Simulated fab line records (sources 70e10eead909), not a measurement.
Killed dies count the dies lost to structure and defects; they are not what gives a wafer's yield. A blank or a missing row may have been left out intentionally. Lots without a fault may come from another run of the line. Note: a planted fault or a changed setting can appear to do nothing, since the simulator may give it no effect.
Which tool did it? ; flow nand harc ; 72 wafers from 24 lots sampled at 2 of the route's 1159 steps

WHAT THE GAUGES READ, wafer by wafer
NHARC_A_CONTACT_CD_MEAS_53. Usual: 189.3 nm for cd nm, sd 0.7.
lot;measured;on;cd nm (nm);flag
L074;day 16 11:24;cd sem-01;189.7 189.8 189.0;
L075;day 16 19:14;cd sem-01;189.6 190.0 189.9;
L078;day 16 22:37;cd sem-03;188.6 189.3 188.6;
L076;day 17 01:58;cd sem-01;189.0 189.3 189.1;
L077;day 17 03:53;cd sem-03;189.7 189.2 189.1;
L080;day 18 11:10;cd sem-02;189.8 190.7 189.5;
L081;day 18 11:37;cd sem-01;188.4 188.6 188.5;
L082;day 18 16:56;cd sem-03;189.0 189.3 188.5;
L083;day 18 18:40;cd sem-03;189.6 189.0 189.4;
L079;day 18 21:38;cd sem-02;189.8 189.6 190.3;
L084;day 18 23:42;cd sem-02;187.6 187.4 187.9;
L087;day 19 08:37;cd sem-01;189.1 189.4 189.2;
L086;day 19 09:40;cd sem-02;189.1 189.4 190.1;
L085;day 20 07:55;cd sem-01;189.5 188.9 189.7;
L091;day 20 12:37;cd sem-03;188.9 188.2 188.3;
L088;day 20 14:52;cd sem-01;189.2 189.2 189.2;
L090;day 20 20:44;cd sem-02;190.7 190.2 189.9;
L089;day 20 21:01;cd sem-03;190.3 189.9 190.1;
L092;day 21 08:02;cd sem-02;190.1 189.6 189.9;
L093;day 21 14:15;cd sem-02;189.7 188.4 188.6;
L094;day 22 02:55;cd sem-03;189.7 189.6 189.5;
L095;day 22 03:07;cd sem-03;188.9 188.3 188.6;
L096;day 22 08:36;cd sem-03;189.0 189.2 188.7;
L097;day 22 08:51;cd sem-01;189.9 190.1 189.4;

WHICH TOOL RAN EACH LOT (tool, then ch and the chambers of the sampled wafers, then the start)
lot;NHARC_A_CONTACT_ETCH_121
L074;har cap etch-02 ch 0,1, day 16 10:25
L075;har cap etch-02 ch 0,1, day 16 18:14
L078;har cap etch-01 ch 0,1, day 16 21:37
L076;har cap etch-03 ch 0,1, day 17 00:57
L077;har cap etch-01 ch 0,1, day 17 02:51
L080;har cap etch-01 ch 0,1, day 18 10:10
L081;har cap etch-02 ch 0,1, day 18 10:37
L082;har cap etch-03 ch 0,1, day 18 15:56
L083;har cap etch-01 ch 0, day 18 17:40
L079;har cap etch-01 ch 0,1, day 18 20:38
L084;har cap etch-02 ch 0,1, day 18 22:41
L087;har cap etch-02 ch 0,1, day 19 07:28
L086;har cap etch-01 ch 0,1, day 19 08:38
L085;har cap etch-01 ch 0,1, day 20 06:55
L091;har cap etch-03 ch 0,1, day 20 11:36
L088;har cap etch-02 ch 0,1, day 20 13:53
L090;har cap etch-03 ch 0,1, day 20 19:34
L089;har cap etch-01 ch 0,1, day 20 20:00
L092;har cap etch-01 ch 0,1, day 21 06:59
L093;har cap etch-02 ch 0,1, day 21 13:15
L094;har cap etch-03 ch 0,1, day 22 01:55
L095;har cap etch-02 ch 0,1, day 22 02:07
L096;har cap etch-03 ch 0,1, day 22 07:37
L097;har cap etch-02 ch 0,1, day 22 07:52
- NHARC_A_CONTACT_ETCH_121: etches the open film in C4F8/O2/Ar, time 94 s, target depth 922 nm.

WHAT THE TOOLS THEMSELVES READ (means of the sampled wafers that have a number; where no wafer has one, the mark that the record gives instead)
NHARC_A_CONTACT_ETCH_121. Usual: 1.001 a.u. for oes air line au, sd 0.021.
lot;tool;oes air line au (a.u.);flag
L074;har cap etch-02;1.013;
L075;har cap etch-02;0.995;
L078;har cap etch-01;1.005;
L076;har cap etch-03;0.995;
L077;har cap etch-01;1.000;
L080;har cap etch-01;0.985;
L081;har cap etch-02;0.991;
L082;har cap etch-03;1.008;
L083;har cap etch-01;0.971;
L079;har cap etch-01;1.004;
L084;har cap etch-02;1.017;
L087;har cap etch-02;1.016;
L086;har cap etch-01;0.976;
L085;har cap etch-01;1.014;
L091;har cap etch-03;1.006;
L088;har cap etch-02;0.980;
L090;har cap etch-03;1.018;
L089;har cap etch-01;0.999;
L092;har cap etch-01;0.996;
L093;har cap etch-02;1.005;
L094;har cap etch-03;0.975;
L095;har cap etch-02;1.013;
L096;har cap etch-03;1.019;
L097;har cap etch-02;0.998;

THE ANSWER, worked out from the rows above alone
Rule: a lot counts as off when the mean over its wafers that have a number is more than 3 standard deviations away from the usual mean. Also off: a lot with no number at a reading for which 4 or more lots have one. The other lots that the step has rows for count as sound. First the gauges in route order, then the tools' own readings, where a lot's mean is used as printed above. At the first step where some lot is off, the reading lying furthest off is the one used; lots without a number count as furthest.
No lot is off at any reading shown: from this, nothing can be told.

WHAT THE SIMULATOR PUT IN
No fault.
